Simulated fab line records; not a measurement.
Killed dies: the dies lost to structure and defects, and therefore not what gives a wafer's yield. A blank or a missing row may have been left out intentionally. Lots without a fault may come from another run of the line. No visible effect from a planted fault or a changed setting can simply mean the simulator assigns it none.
fab line records ; flow n5_finfet
record lots=10; wafers=29; last_day=18
route steps=1938 shown BEOL_M3@945 BEOL_M4@1111 PASSIVATION@1936
lots that met no fault: taken from a fault-free run of the same line
start_h: start of the lot's first displayed wafer, in hours after the record's first day ; wait_h: hours elapsed since this lot's preceding step ; " same as the row above ; L1.1+2: a row that stands for several wafers ; - either no value or no given start ; * or withheld: withheld ; < > ~ a bound
route shown NAME@n: names a module that has steps shown in the file, with the first one's number in the route ; usual: mean and standard deviation over wafers with no fault ; same: alike in all rows ; chamber/n: place in a boat ; sites: the reading at each site ; _std_site: standard deviation of those values ; _edge_site: mean of outer sites minus mean of inner sites ; radius_mm: for every site, how far away it sits from the centre of the wafer ; mask NAME#n: copy n ; behind: tool/chamber where the wafer was last shaped ; hold: what put the lot on hold/how long, in hours/how the hold closed ; device: transistor that didn't switch, given as n, p or np ; end of line: tests run on the same wafers once the route is complete ; a step given without rows: its recipe and nothing more ; killed: the dies lost at the first sort to structure and to defects; this is not the yield of the wafer ; map: shows each die of a wafer: x if killed, . if not, _ if none is there
set.NAME: the setting the step ran with; set.NAME@STEP: the setting that earlier step ran with ; model.NAME: the simulator's own value behind a step, which no gauge read
steps of the route over a sample of lots; a table a step, a row a wafer
services: from which hour (start_h, from the record's first day; less than 0 if before it) a tool's chamber was out of use, for how many hours, and why
## steps
# step N5_BEOL_M3_OVL_MEAS_12
# recipe points_per_wafer=522
# usual M3_OVL=-0.2/0.58
# same points_per_wafer=522
lot.wafer;tool;chamber;start_h;wait_h;M3_OVL[nm]
L997.1;overlay-01;0;146.45;0.0;-0.4
L997.5;overlay-01;0;146.45;0.0;-0.2
L997.6;overlay-01;0;146.45;0.0;-1.2
L999.1;overlay-02;0;162.84;0.0;0.2
L999.2;overlay-02;0;162.84;0.0;-0.5
L999.5;overlay-02;0;162.84;0.0;-0.2
L100.1;overlay-01;0;172.02;0.0;-0.1
L100.2;overlay-01;0;172.02;0.0;-0.1
L100.4;overlay-01;0;172.02;0.0;-0.1
L101.2;overlay-01;0;177.20;0.0;-0.6
L101.4;overlay-01;0;177.20;0.0;-0.2
L101.5;overlay-01;0;177.20;0.0;0.3
L102.4;overlay-02;0;200.33;0.0;-0.2
L102.5;overlay-02;0;200.33;0.0;-0.1
L102.6;overlay-02;0;200.33;0.0;-0.4
L106.2;overlay-01;0;211.84;0.0;-1.2
L106.3;overlay-01;0;211.84;0.0;-1.0
L106.4;overlay-01;0;211.84;0.0;-1.1
L115.1;overlay-01;0;266.19;0.0;0.2
L115.2;overlay-01;0;266.19;0.0;-0.6
L115.5;overlay-01;0;266.19;0.0;0.5
L116.1;overlay-01;0;268.74;0.0;0.2
L116.4;overlay-01;0;268.74;0.0;0.0
L116.6;overlay-01;0;268.74;0.0;0.7
L117.2;overlay-01;0;287.24;0.0;-0.8
L117.3;overlay-01;0;287.24;0.0;-0.5
L118.1;overlay-01;0;289.18;0.0;-0.8
L118.4;overlay-01;0;289.18;0.0;0.1
L118.5;overlay-01;0;289.18;0.0;0.0
# step N5_BEOL_M3_DESCUM_16
# recipe chemistry=O2; time_s=7; source_power_w=50; bias_power_w=20; pressure_mtorr=20; rf_frequency_hz=2.712e+07; temp_c=40; resist=CAR-EUV; o2_flow_sccm=225
# usual drypump_motor_current_A=5.7/0.4; oes_product_au=0.78/0.081; rf_vpp_V=243.5/1.5; showerhead_plenum_p_Torr=2.11/0.093; throttle_valve_pct=20.51/0.27
lot.wafer;tool;chamber;start_h;wait_h;drypump_motor_current_A;oes_product_au;rf_hours_counter_h;rf_vpp_V;showerhead_plenum_p_Torr;throttle_valve_pct
L997.1;rie_diel-04;0;146.55;0.0;6.2;0.87;33;243.3;2.13;20.66
L997.5;rie_diel-04;2;146.55;0.0;5.7;0.71;-;241.1;1.98;20.57
L997.6;rie_diel-04;1;146.55;0.0;6.0;0.73;-;244.7;2.19;20.51
L999.1;rie_diel-06;0;162.93;0.0;5.9;0.91;17;246.4;2.21;20.45
L999.2;rie_diel-06;1;162.93;0.0;5.0;0.92;11;244.7;2.24;19.96
L999.5;rie_diel-06;2;162.93;0.0;5.9;0.93;-;243.5;2.14;20.05
L100.1;rie_diel-04;1;172.17;0.1;6.0;0.72;210;244.0;2.18;20.52
L100.2;rie_diel-04;3;172.17;0.1;5.9;0.70;181;243.2;2.19;20.95
L100.4;rie_diel-04;2;172.17;0.1;5.6;0.70;204;241.4;1.97;20.59
L101.2;rie_diel-04;1;177.28;0.0;6.0;0.72;211;243.3;2.18;20.53
L101.4;rie_diel-04;3;177.28;0.0;5.9;0.71;182;244.0;2.19;20.95
L101.5;rie_diel-04;1;177.28;0.0;6.0;0.72;-;243.7;2.18;20.55
L102.4;rie_diel-04;2;200.55;0.2;5.6;0.69;212;242.1;1.97;20.59
L102.5;rie_diel-04;0;200.55;0.2;6.2;0.84;-;243.1;2.13;20.70
L102.6;rie_diel-04;1;200.55;0.2;6.0;0.71;-;244.2;2.18;20.56
L106.2;rie_diel-06;0;211.92;0.0;5.9;0.89;31;242.7;2.21;20.47
L106.3;rie_diel-06;2;211.92;0.0;5.9;0.89;16;243.9;2.14;20.07
L106.4;rie_diel-06;3;211.92;0.0;5.6;0.85;70;245.5;2.20;20.27
L115.1;rie_diel-05;1;266.28;0.0;5.4;0.75;157;242.2;1.98;20.34
L115.2;rie_diel-05;0;266.28;0.0;5.8;0.85;57;242.2;2.05;20.45
L115.5;rie_diel-05;1;266.28;0.0;5.5;0.74;-;240.3;1.98;20.34
L116.1;rie_diel-06;1;268.83;0.0;5.0;0.87;38;245.6;2.22;19.98
L116.4;rie_diel-06;2;268.83;0.0;5.9;0.87;32;244.5;2.13;20.09
L116.6;rie_diel-06;2;268.83;0.0;5.8;0.86;-;243.4;2.13;20.07
L117.2;rie_diel-04;1;287.82;0.5;6.0;0.69;243;242.7;2.17;20.57
L117.3;rie_diel-04;2;287.82;0.5;5.6;0.68;236;242.4;1.96;20.62
L118.1;rie_diel-05;2;289.40;0.2;4.8;0.75;138;242.9;2.09;20.74
L118.4;rie_diel-05;1;289.40;0.2;5.5;0.74;164;242.2;1.98;20.35
L118.5;rie_diel-05;3;289.40;0.2;5.2;0.69;-;241.2;1.97;20.57
# step N5_BEOL_M3_COAT_68
# recipe resist=SiARC; temp_c=220; time_s=60; spin_rpm=1500; resist_thk_nm=12
# usual spin_speed_rpm=1500.2/1
lot.wafer;tool;chamber;start_h;wait_h;spin_speed_rpm
L997.1;litho_track-01;0;147.02;-;1500.4
L997.5;litho_track-01;0;147.02;-;1500.2
L997.6;litho_track-01;0;147.02;-;1500.2
L999.1;litho_track-02;0;163.62;-;1499.8
L999.2;litho_track-02;0;163.62;-;1499.4
L999.5;litho_track-02;0;163.62;-;1499.8
L100.1;litho_track-01;0;172.64;-;1499.0
L100.2;litho_track-01;0;172.64;-;1499.7
L100.4;litho_track-01;0;172.64;-;1499.0
L101.2;litho_track-01;0;177.84;-;1500.9
L101.4;litho_track-01;0;177.84;-;1499.7
L101.5;litho_track-01;0;177.84;-;1498.8
L102.4;litho_track-04;0;201.01;-;1499.2
L102.5;litho_track-04;0;201.01;-;1500.1
L102.6;litho_track-04;0;201.01;-;1500.4
L106.2;litho_track-02;0;212.49;-;1499.5
L106.3;litho_track-02;0;212.49;-;1500.4
L106.4;litho_track-02;0;212.49;-;1500.6
L115.1;litho_track-01;0;266.76;-;1464.4
L115.2;litho_track-01;0;266.76;-;1463.1
L115.5;litho_track-01;0;266.76;-;1463.7
L116.1;litho_track-01;0;269.30;-;1463.9
L116.4;litho_track-01;0;269.30;-;1461.9
L116.6;litho_track-01;0;269.30;-;1463.3
L117.2;litho_track-02;0;288.32;-;1501.4
L117.3;litho_track-02;0;288.32;-;1499.9
L118.1;litho_track-02;0;289.86;-;1501.5
L118.4;litho_track-02;0;289.86;-;1499.6
L118.5;litho_track-02;0;289.86;-;1501.8
# step N5_BEOL_M3_CD_MEAS_28
# recipe target_cd_nm=25.7; landing_energy_ev=500; detector=se_inlens; target_cd_y_nm=23.3; polarity=opening
# usual cd_nm=25.60/0.22
lot.wafer;tool;chamber;start_h;wait_h;cd_nm
L997.1;cd_sem-03;0;147.30;-;26.02
L997.5;cd_sem-03;0;147.30;-;26.09
L997.6;cd_sem-03;0;147.30;-;25.85
L999.1;cd_sem-01;0;163.90;-;25.66
L999.2;cd_sem-01;0;163.90;-;25.74
L999.5;cd_sem-01;0;163.90;-;25.53
L100.1;cd_sem-02;0;173.04;-;25.72
L100.2;cd_sem-02;0;173.04;-;25.61
L100.4;cd_sem-02;0;173.04;-;25.45
L101.2;cd_sem-02;0;178.12;-;25.27
L101.4;cd_sem-02;0;178.12;-;25.87
L101.5;cd_sem-02;0;178.12;-;25.49
L102.4;cd_sem-02;0;201.30;-;25.41
L102.5;cd_sem-02;0;201.30;-;25.75
L102.6;cd_sem-02;0;201.30;-;25.91
L106.2;cd_sem-03;0;212.77;-;25.54
L106.3;cd_sem-03;0;212.77;-;25.62
L106.4;cd_sem-03;0;212.77;-;25.84
L115.1;cd_sem-03;0;267.04;-;25.24
L115.2;cd_sem-03;0;267.04;-;25.50
L115.5;cd_sem-03;0;267.04;-;25.75
L116.1;cd_sem-03;0;269.70;-;25.44
L116.4;cd_sem-03;0;269.70;-;25.64
L116.6;cd_sem-03;0;269.70;-;25.61
L117.2;cd_sem-02;0;288.73;-;25.77
L117.3;cd_sem-02;0;288.73;-;25.86
L118.1;cd_sem-03;0;290.27;-;25.46
L118.4;cd_sem-03;0;290.27;-;25.47
L118.5;cd_sem-03;0;290.27;-;25.60
# step N5_BEOL_M4_RC_MEAS_101
# usual DIBL_N=36.2/1.5; DIBL_P=36.4/2.1; IOFF_N=0.16/0.031; IOFF_P=0.21/0.037; ION_N=679/11; ION_P=465/7.7; SS_N=71.4/0.55; SS_P=73.2/0.63; VT_N=249/3.3; VT_P=-250/3.4
lot.wafer;tool;chamber;start_h;wait_h;DIBL_N[mV/V];DIBL_P[mV/V];IOFF_N[nA/um];IOFF_P[nA/um];ION_N[uA/um];ION_P[uA/um];SS_N[mV/dec];SS_P[mV/dec];VT_N[mV];VT_P[mV]
L997.1;prober-02;0;167.58;0.0;35.3;34.8;0.16;0.19;679;465;71.8;73.6;246;-251
L997.5;prober-02;0;167.58;0.0;39.2;39.8;0.24;0.28;696;470;72.5;74.4;243;-245
L997.6;prober-02;0;167.58;0.0;34.3;33.7;0.13;0.18;673;456;71.5;72.1;251;-254
L999.1;prober-02;0;183.93;0.0;35.4;37.8;0.16;0.21;684;464;71.1;73.1;250;-249
L999.2;prober-02;0;183.93;0.0;35.4;38.0;0.16;0.22;673;463;71.4;74.1;252;-249
L999.5;prober-02;0;183.93;0.0;35.0;38.6;0.16;0.22;680;469;71.7;72.9;246;-248
L100.1;prober-01;0;194.07;0.0;36.2;35.0;0.17;0.23;682;467;72.2;73.1;249;-249
L100.2;prober-01;0;194.07;0.0;36.6;36.3;0.18;0.25;670;465;71.1;73.9;248;-244
L100.4;prober-01;0;194.07;0.0;36.1;35.0;0.16;0.24;667;464;71.3;74.1;251;-244
L101.2;prober-02;0;194.71;0.2;35.6;35.6;0.13;0.17;668;453;70.7;74.0;255;-256
L101.4;prober-02;0;194.71;0.2;37.4;38.3;0.18;0.21;698;470;71.8;73.4;249;-251
L101.5;prober-02;0;194.71;0.2;39.1;40.9;0.22;0.25;689;470;71.8;74.5;247;-250
L102.4;prober-01;0;224.24;0.5;38.4;37.2;0.20;0.26;697;470;71.9;73.5;246;-244
L102.5;prober-01;0;224.24;0.5;35.3;34.7;0.15;0.22;689;473;71.2;73.2;249;-248
L102.6;prober-01;0;224.24;0.5;35.4;34.4;0.15;0.21;678;468;72.0;72.7;250;-249
L106.2;prober-01;0;229.87;0.2;37.5;36.4;0.21;0.26;681;471;71.8;72.5;244;-246
L106.3;prober-01;0;229.87;0.2;34.5;34.1;0.14;0.22;682;476;70.7;72.7;248;-246
L106.4;prober-01;0;229.87;0.2;36.5;36.2;0.20;0.26;690;472;71.4;72.7;245;-246
L115.1;prober-02;0;282.72;0.0;34.6;34.6;0.13;0.20;650;458;71.4;72.5;249;-248
L115.2;prober-02;0;282.72;0.0;34.2;34.5;0.13;0.19;665;462;70.3;73.3;250;-248
L115.5;prober-02;0;282.72;0.0;35.2;34.7;0.13;0.20;659;460;71.3;72.6;250;-247
L116.1;prober-01;0;285.12;0.0;35.5;35.1;0.15;0.22;683;473;71.0;74.0;248;-249
L116.4;prober-01;0;285.12;0.0;36.5;35.7;0.16;0.23;668;464;71.0;73.4;252;-249
L116.6;prober-01;0;285.12;0.0;35.4;33.6;0.14;0.20;669;465;71.5;72.4;253;-250
L117.2;prober-01;0;308.08;0.2;33.8;33.1;0.12;0.17;663;462;70.7;72.3;251;-253
L117.3;prober-01;0;308.08;0.2;36.4;36.4;0.17;0.22;692;474;71.4;73.4;245;-247
L118.1;prober-01;0;315.45;0.0;38.0;39.9;0.19;0.26;672;464;71.5;73.8;249;-245
L118.4;prober-01;0;315.45;0.0;35.9;36.3;0.15;0.20;660;453;71.2;73.0;252;-250
L118.5;prober-01;0;315.45;0.0;34.6;34.2;0.13;0.17;675;457;71.2;72.9;250;-249
# step N5_PASSIVATION_PROBE_49
# usual defect_limited_yield=91.3/1.3; killed_at_M0_to_M3=36/12; killed_at_M4_up=13/4.6; killed_at_contacts=13/5.4; killed_at_front_end=37/10; killed_at_other=3.6/2.9; killed_dies=102/15; killed_on_rim=13/4; killed_open=67/12; killed_short=33/7.5; sort_bin_5_function=5.1/0.93; sort_bin_6_memory=3.2/0.62; sort_n_pass=1078/15; sort_yield_pct=91.3/1.3
# same gross_dies=1180; killed_at_back_side=0; sort_bin_4_leakage[%]=0; sort_bin_8_speed[%]=0
lot.wafer;tool;chamber;start_h;wait_h;defect_limited_yield[%];killed_at_M0_to_M3;killed_at_M4_up;killed_at_contacts;killed_at_front_end;killed_at_other;killed_dies;killed_on_rim;killed_open;killed_short;sort_bin_5_function[%];sort_bin_6_memory[%];sort_n_pass;sort_yield_pct[%]
L997.1;prober-01;-;258.32;0.0;91.4;35;15;8;42;2;102;9;76;26;4.9;3.3;1078;91.4
L997.5;prober-01;-;258.52;0.2;91.6;36;13;8;40;2;99;11;71;27;4.6;3.5;1081;91.6
L997.6;prober-01;-;258.57;0.3;90.4;36;13;10;48;6;113;17;78;33;4.7;4.6;1067;90.4
L999.1;prober-02;-;289.92;0.0;93.1;25;5;15;33;3;81;8;57;23;3.6;2.8;1099;93.1
L999.2;prober-02;-;289.97;0.1;90.6;30;9;19;46;7;111;19;73;38;5.0;4.2;1069;90.6
L999.5;prober-02;-;290.12;0.2;89.7;26;15;11;62;7;121;21;76;43;5.8;4.4;1059;89.7
L100.1;prober-02;-;302.87;0.0;88.6;44;15;18;48;9;134;21;83;45;6.7;3.9;1046;88.6
L100.2;prober-02;-;302.92;0.1;89.0;49;10;9;57;5;130;18;71;56;6.4;3.7;1050;89.0
L100.4;prober-02;-;303.02;0.2;90.6;36;8;6;52;9;111;7;67;40;5.3;3.8;1069;90.6
L101.2;prober-01;-;302.91;0.1;91.7;24;18;24;28;4;98;16;72;26;4.9;3.1;1082;91.7
L101.4;prober-01;-;303.01;0.2;93.1;16;11;13;37;5;82;11;47;33;3.5;3.2;1098;93.1
L101.5;prober-01;-;303.06;0.2;91.3;36;12;14;41;0;103;11;75;28;5.5;3.1;1077;91.3
L102.4;prober-01;-;329.02;0.2;89.5;43;20;26;34;1;124;15;87;37;6.4;3.6;1056;89.5
L102.5;prober-01;-;329.07;0.2;91.4;31;9;12;43;6;101;16;73;27;5.3;3.2;1079;91.4
L102.6;prober-01;-;329.12;0.3;91.5;36;17;16;26;5;100;10;67;29;5.3;3.1;1080;91.5
L106.2;prober-01;-;342.15;0.1;91.9;30;15;10;31;9;95;16;54;39;4.7;2.8;1085;91.9
L106.3;prober-01;-;342.20;0.1;92.2;19;18;14;36;5;92;13;67;23;4.3;3.3;1088;92.2
L106.4;prober-01;-;342.25;0.2;92.1;26;13;20;32;2;93;11;62;28;4.5;3.0;1087;92.1
L115.1;prober-02;-;395.06;0.0;93.1;33;17;8;16;8;82;14;47;34;4.0;2.5;1098;93.1
L115.2;prober-02;-;395.11;0.1;91.9;46;9;13;22;5;95;9;60;35;4.6;3.1;1085;91.9
L115.5;prober-02;-;395.26;0.2;92.5;22;10;10;38;9;89;12;54;32;4.4;2.6;1091;92.5
L116.1;prober-01;-;400.22;0.0;89.0;53;11;22;42;2;130;17;91;38;7.3;3.4;1050;89.0
L116.4;prober-01;-;400.37;0.2;90.3;47;7;17;42;1;114;12;75;39;6.1;3.4;1066;90.3
L116.6;prober-01;-;400.47;0.3;91.7;32;15;13;35;3;98;12;64;33;4.7;3.3;1082;91.7
L117.2;prober-01;-;414.15;0.1;90.7;42;12;25;28;3;110;9;79;31;5.3;3.5;1070;90.7
L117.3;prober-01;-;414.20;0.1;93.3;9;8;14;46;2;79;12;50;26;3.8;2.4;1101;93.3
L118.1;prober-01;-;424.10;0.0;88.2;75;8;10;43;3;139;24;100;39;7.8;3.5;1041;88.2
L118.4;prober-01;-;424.25;0.2;90.0;56;9;10;41;2;118;12;70;48;6.1;3.4;1062;90.0
L118.5;prober-01;-;424.30;0.2;91.4;42;7;16;34;3;102;10;72;28;4.9;3.5;1078;91.4
# killed by level:class
L997.1 FIN_SAQP:geometric_particle:open=15 MOL_CONTACT_COAG:geometric_particle:open=7 BEOL_M0_SAQP:geometric_particle:open=7 BEOL_M2:geometric_particle:open=7 BEOL_M0_SAQP:geometric_particle:short=6 BEOL_M1:geometric_particle:open=6 STI_FIN_REVEAL:geometric_particle:open=5 GATE_CUT:geometric_particle:short=5
L997.5 FIN_SAQP:geometric_particle:open=11 BEOL_M0_SAQP:geometric_particle:open=10 MOL_CONTACT_COAG:geometric_particle:open=7 STI_FIN_REVEAL:geometric_particle:open=6 BEOL_M2:geometric_particle:open=6 STARTING-WAFER:geometric_particle:short=6 BEOL_M0:geometric_particle:open=5 BEOL_M1:geometric_particle:open=5
L997.6 BEOL_M2:geometric_particle:open=13 FIN_SAQP:geometric_particle:open=12 BEOL_M3:geometric_particle:open=12 MOL_CONTACT_COAG:geometric_particle:open=10 FIN_SAQP:geometric_particle:short=7 GATE_CUT:geometric_particle:short=6 STI_FIN_REVEAL:geometric_particle:open=5 BEOL_M1:geometric_particle:open=4
L999.1 MOL_CONTACT_COAG:geometric_particle:open=13 FIN_SAQP:geometric_particle:open=12 FIN_SAQP:geometric_particle:short=6 STI_FIN_REVEAL:geometric_particle:open=6 BEOL_M0_SAQP:geometric_particle:open=6 BEOL_M2:geometric_particle:open=6 BEOL_M0_SAQP:geometric_particle:short=5 BEOL_M0:geometric_particle:open=4
L999.2 FIN_SAQP:geometric_particle:open=23 MOL_CONTACT_COAG:geometric_particle:open=15 BEOL_M0_SAQP:geometric_particle:short=11 FIN_SAQP:geometric_particle:short=10 BEOL_M0_SAQP:geometric_particle:open=7 MOL_CONTACT_COAG:geometric_particle:short=4 STI_FIN_REVEAL:geometric_particle:open=3 ILD0:geometric_particle:open=3
L999.5 STI_FIN_REVEAL:geometric_particle:open=18 FIN_SAQP:geometric_particle:open=16 FIN_SAQP:geometric_particle:short=7 MOL_CONTACT_COAG:geometric_particle:open=7 STARTING-WAFER:geometric_particle:short=7 BEOL_M0_SAQP:geometric_particle:open=5 BEOL_M1:geometric_particle:short=5 BEOL_M0_SAQP:geometric_particle:short=4
L100.1 STI_FIN_REVEAL:geometric_particle:open=17 BEOL_M0_SAQP:geometric_particle:open=13 MOL_CONTACT_COAG:geometric_particle:open=10 BEOL_M2:geometric_particle:open=9 BEOL_M0_SAQP:geometric_particle:short=8 MOL_CONTACT_COAG:geometric_particle:short=7 FIN_SAQP:geometric_particle:short=6 GATE_CUT:geometric_particle:short=6
L101.2 MOL_CONTACT_COAG:geometric_particle:open=18 STI_FIN_REVEAL:geometric_particle:open=11 BEOL_M4:geometric_particle:open=9 BEOL_M1:geometric_particle:open=8 MOL_CONTACT_COAG:geometric_particle:short=6 STARTING-WAFER:geometric_particle:short=6 BEOL_M3:geometric_particle:open=5 BEOL_M1:geometric_particle:short=3
L100.2 FIN_SAQP:geometric_particle:short=18 STI_FIN_REVEAL:geometric_particle:open=12 BEOL_M0_SAQP:geometric_particle:short=11 BEOL_M0_SAQP:geometric_particle:open=11 BEOL_M1:geometric_particle:open=8 MOL_CONTACT_COAG:geometric_particle:open=7 FIN_SAQP:geometric_particle:open=5 BEOL_M2:geometric_particle:open=5
L101.4 MOL_CONTACT_COAG:geometric_particle:open=12 FIN_SAQP:geometric_particle:short=8 STI_FIN_REVEAL:geometric_particle:open=8 FIN_SAQP:geometric_particle:open=5 BEOL_M2:geometric_particle:open=4 BEOL_M4:geometric_particle:open=4 BEOL_M4:geometric_particle:short=4 STI_FIN_REVEAL:geometric_particle:short=3
L100.4 STI_FIN_REVEAL:geometric_particle:open=14 BEOL_M2:geometric_particle:open=12 FIN_SAQP:geometric_particle:short=9 BEOL_M0_SAQP:geometric_particle:short=7 STARTING-WAFER:geometric_particle:short=6 BEOL_M3:geometric_particle:open=6 FIN_SAQP:geometric_particle:open=5 MOL_CONTACT_COAG:geometric_particle:open=5
L101.5 MOL_CONTACT_COAG:geometric_particle:open=12 STI_FIN_REVEAL:geometric_particle:open=11 FIN_SAQP:geometric_particle:open=7 BEOL_M1:geometric_particle:open=6 BEOL_M0:geometric_particle:open=6 STARTING-WAFER:geometric_particle:open=5 BEOL_M1:geometric_particle:short=5 FIN_SAQP:geometric_particle:short=4
L102.4 BEOL_M2:geometric_particle:open=18 MOL_CONTACT_COAG:geometric_particle:open=16 MOL_CONTACT_COAG:geometric_particle:short=10 BEOL_M0_SAQP:geometric_particle:short=9 BEOL_M4:geometric_particle:open=9 BEOL_M0_SAQP:geometric_particle:open=8 FIN_SAQP:geometric_particle:short=6 GATE_CUT:geometric_particle:open=5
L102.5 MOL_CONTACT_COAG:geometric_particle:open=12 STI_FIN_REVEAL:geometric_particle:open=11 BEOL_M2:geometric_particle:open=8 FIN_SAQP:geometric_particle:open=7 GATE_CUT:geometric_particle:open=6 BEOL_M1:geometric_particle:open=5 FIN_SAQP:geometric_particle:short=5 BEOL_M0_SAQP:geometric_particle:open=5
L102.6 MOL_CONTACT_COAG:geometric_particle:open=13 BEOL_M2:geometric_particle:open=12 BEOL_M0_SAQP:geometric_particle:open=5 BEOL_M2:geometric_particle:short=5 FIN_SAQP:geometric_particle:short=4 STI_FIN_REVEAL:geometric_particle:open=4 GATE_CUT:geometric_particle:short=4 BEOL_M0_SAQP:geometric_particle:short=4
L106.2 DUMMY_GATE:geometric_particle:open=7 BEOL_M2:geometric_particle:open=7 BEOL_M0_SAQP:geometric_particle:short=6 BEOL_M3:geometric_particle:open=5 MOL_CONTACT_COAG:geometric_particle:open=5 MOL_CONTACT_COAG:geometric_particle:short=5 BEOL_M4:geometric_particle:open=5 STI_FIN_REVEAL:geometric_particle:open=4
L106.3 MOL_CONTACT_COAG:geometric_particle:open=12 FIN_SAQP:geometric_particle:open=10 BEOL_M4:geometric_particle:open=8 BEOL_M0_SAQP:geometric_particle:open=6 DUMMY_GATE:geometric_particle:open=5 GATE_CUT:geometric_particle:open=5 FIN_SAQP:geometric_particle:short=4 BEOL_M0_SAQP:geometric_particle:short=4
L106.4 MOL_CONTACT_COAG:geometric_particle:open=16 FIN_SAQP:geometric_particle:open=8 DUMMY_GATE:geometric_particle:open=7 BEOL_M0_SAQP:geometric_particle:short=7 BEOL_M0_SAQP:geometric_particle:open=6 MOL_CONTACT_COAG:geometric_particle:short=4 BEOL_M2:geometric_particle:short=4 BEOL_M3:geometric_particle:open=4
L115.1 BEOL_M0_SAQP:geometric_particle:short=14 MOL_CONTACT_COAG:geometric_particle:open=7 BEOL_M0_SAQP:geometric_particle:open=6 BEOL_M1:geometric_particle:open=6 BEOL_M4:geometric_particle:open=6 BEOL_M3:geometric_particle:open=5 FIN_SAQP:geometric_particle:open=3 FIN_SAQP:geometric_particle:short=3
L115.2 BEOL_M0_SAQP:geometric_particle:open=14 BEOL_M0_SAQP:geometric_particle:short=10 MOL_CONTACT_COAG:geometric_particle:open=9 BEOL_M4:geometric_particle:open=7 BEOL_M1:geometric_particle:open=7 GATE_CUT:geometric_particle:short=6 BEOL_M2:geometric_particle:open=5 BEOL_M3:geometric_particle:open=5
L115.5 BEOL_M0_SAQP:geometric_particle:open=9 BEOL_M0_SAQP:geometric_particle:short=9 MOL_CONTACT_COAG:geometric_particle:open=8 STARTING-WAFER:geometric_particle:open=7 FIN_SAQP:geometric_particle:open=6 GATE_CUT:geometric_particle:short=6 GATE_CUT:geometric_particle:open=6 MIM_TOP_ETCH:geometric_particle:open=6
L116.1 MOL_CONTACT_COAG:geometric_particle:open=17 BEOL_M0_SAQP:geometric_particle:open=15 BEOL_M0_SAQP:geometric_particle:short=10 BEOL_M2:geometric_particle:open=8 STI_FIN_REVEAL:geometric_particle:open=7 BEOL_M3:geometric_particle:open=7 ILD0:geometric_particle:short=6 BEOL_M0:geometric_particle:open=5
L116.4 BEOL_M0_SAQP:geometric_particle:short=14 MOL_CONTACT_COAG:geometric_particle:open=13 BEOL_M0_SAQP:geometric_particle:open=13 FIN_SAQP:geometric_particle:open=11 FIN_SAQP:geometric_particle:short=8 BEOL_M1:geometric_particle:open=7 BEOL_M3:geometric_particle:open=7 MOL_CONTACT_COAG:geometric_particle:short=4
L116.6 MOL_CONTACT_COAG:geometric_particle:open=11 BEOL_M0_SAQP:geometric_particle:open=8 GATE_CUT:geometric_particle:short=6 BEOL_M0_SAQP:geometric_particle:short=5 BEOL_M1:geometric_particle:open=5 BEOL_M3:geometric_particle:open=5 STARTING-WAFER:geometric_particle:open=5 DUMMY_GATE:geometric_particle:short=4
L117.2 MOL_CONTACT_COAG:geometric_particle:open=20 BEOL_M2:geometric_particle:open=12 BEOL_M0_SAQP:geometric_particle:open=12 FIN_SAQP:geometric_particle:open=7 BEOL_M3:geometric_particle:open=7 FIN_SAQP:geometric_particle:short=6 MOL_CONTACT_COAG:geometric_particle:short=5 BEOL_M0_SAQP:geometric_particle:short=5
L117.3 FIN_SAQP:geometric_particle:short=12 FIN_SAQP:geometric_particle:open=12 MOL_CONTACT_COAG:geometric_particle:open=8 STI_FIN_REVEAL:geometric_particle:open=7 MOL_CONTACT_COAG:geometric_particle:short=6 BEOL_M3:geometric_particle:open=5 STARTING-WAFER:geometric_particle:open=4 BEOL_M4:geometric_particle:open=3
L118.1 BEOL_M3:geometric_particle:open=18 BEOL_M0_SAQP:geometric_particle:short=13 BEOL_M2:geometric_particle:open=13 BEOL_M0_SAQP:geometric_particle:open=12 FIN_SAQP:geometric_particle:open=11 MOL_CONTACT_COAG:geometric_particle:open=9 GATE_CUT:geometric_particle:open=9 BEOL_M1:geometric_particle:open=8
L118.4 BEOL_M2:geometric_particle:open=15 BEOL_M0_SAQP:geometric_particle:short=11 BEOL_M3:geometric_particle:open=11 FIN_SAQP:geometric_particle:open=9 MOL_CONTACT_COAG:geometric_particle:open=7 GATE_CUT:geometric_particle:short=6 BEOL_M0_SAQP:geometric_particle:open=6 BEOL_M2:geometric_particle:short=6
L118.5 MOL_CONTACT_COAG:geometric_particle:open=15 FIN_SAQP:geometric_particle:open=9 BEOL_M2:geometric_particle:open=8 BEOL_M3:geometric_particle:open=8 FIN_SAQP:geometric_particle:short=7 BEOL_M0_SAQP:geometric_particle:open=7 GATE_CUT:geometric_particle:short=5 BEOL_M0_SAQP:geometric_particle:short=5
## services
tool;chamber;start_h;hours;kind
rie_diel-06;2;142.38;-;clean
rie_diel-06;2;142.38;-;consumable_replace:focus_ring
rie_diel-06;2;142.38;12.8;scheduled_down
rie_diel-06;2;142.38;12.8;vent_cycle
rie_diel-06;1;231.72;4.9;repair
rie_diel-06;0;280.96;8.9;repair
## key
first_sign step=N5_BEOL_M3_COAT_68; reading=spin_speed_rpm; direction=down; sigmas=36; usual=*; struck=*
effect none on later readings
met_at N5_BEOL_M3_COAT_68
struck_lots L115,L116
not_acting_at N5_BEOL_M3_OVL_MEAS_12,N5_BEOL_M3_DESCUM_16,N5_BEOL_M3_CD_MEAS_28
onset_between 177.84 266.76
fault kind=process_parameter_drift; tool=litho_track-01; chamber=-; onset_h=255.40; steps=N5_BEOL_M3_COAT_68; channel=spin_rpm; offset=*; shape=step; end_h=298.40; acts_in=*; stated=*
